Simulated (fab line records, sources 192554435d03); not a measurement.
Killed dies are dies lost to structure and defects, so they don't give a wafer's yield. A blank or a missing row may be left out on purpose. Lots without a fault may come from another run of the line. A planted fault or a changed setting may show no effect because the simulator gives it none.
Chamber matching | flow n5_finfet | N5_BEOL_M5_CO_CAP_78 on cvd_co-01: 3 sister chambers
The step material Co, precursor CCTBA/H2, target thk 2 nm, time 102.1 s. 6 wafers are shown with their chamber, then 12 later ones without.

WAFERS WITH THEIR CHAMBER
wafer  | chamber | heater_power_outer_w (W) | heater_power_w (W)
L084.6 | 0       | 124                      | 246
L087.1 | 2       | 122                      | 235
L087.4 | 2       | 119                      | 232
L091.2 | 1       | 107                      | 206
L091.3 | 0       | 126                      | 240
L091.4 | 1       | 105                      | 200

WAFERS WITHOUT THEIR CHAMBER
wafer  | heater_power_outer_w (W) | heater_power_w (W)
L093.1 | 122                      | 237
L093.5 | 105                      | 204
L093.6 | 126                      | 242
L096.1 | 106                      | 206
L096.3 | 124                      | 239
L096.5 | 122                      | 230
L094.2 | 122                      | 228
L094.3 | 127                      | 238
L094.5 | 108                      | 200
L097.1 | 127                      | 243
L097.4 | 120                      | 230
L097.5 | 126                      | 239

WHICH CHAMBER EACH WENT THROUGH
wafer  | from the rows above     | in truth
L093.1 | can't be placed: 2 or 0 | 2
L093.5 | 1                       | 1
L093.6 | 0                       | 0
L096.1 | 1                       | 1
L096.3 | can't be placed: 0 or 2 | 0
L096.5 | 2                       | 2
L094.2 | 2                       | 2
L094.3 | 0                       | 0
L094.5 | 1                       | 1
L097.1 | 0                       | 0
L097.4 | 2                       | 2
L097.5 | 0                       | 0
Placed correctly: 10 of 12. Can't be placed from these rows: 2 (the true chamber is among the candidates in 2). Placed wrongly: 0.
How it was worked out, from the rows above alone: a wafer's distance from a chamber is the root of the sum, over the readings, of the square of ((its reading less the chamber's mean) divided by the reading's scatter). The wafer belongs to the nearest chamber; if the next one is less than 2 further off, it can't be placed. A chamber's mean is the mean of its shown wafers. The scatter: the root of (the sum of the squares of (reading less its chamber's mean) over the shown wafers, divided by (wafers less chambers)).
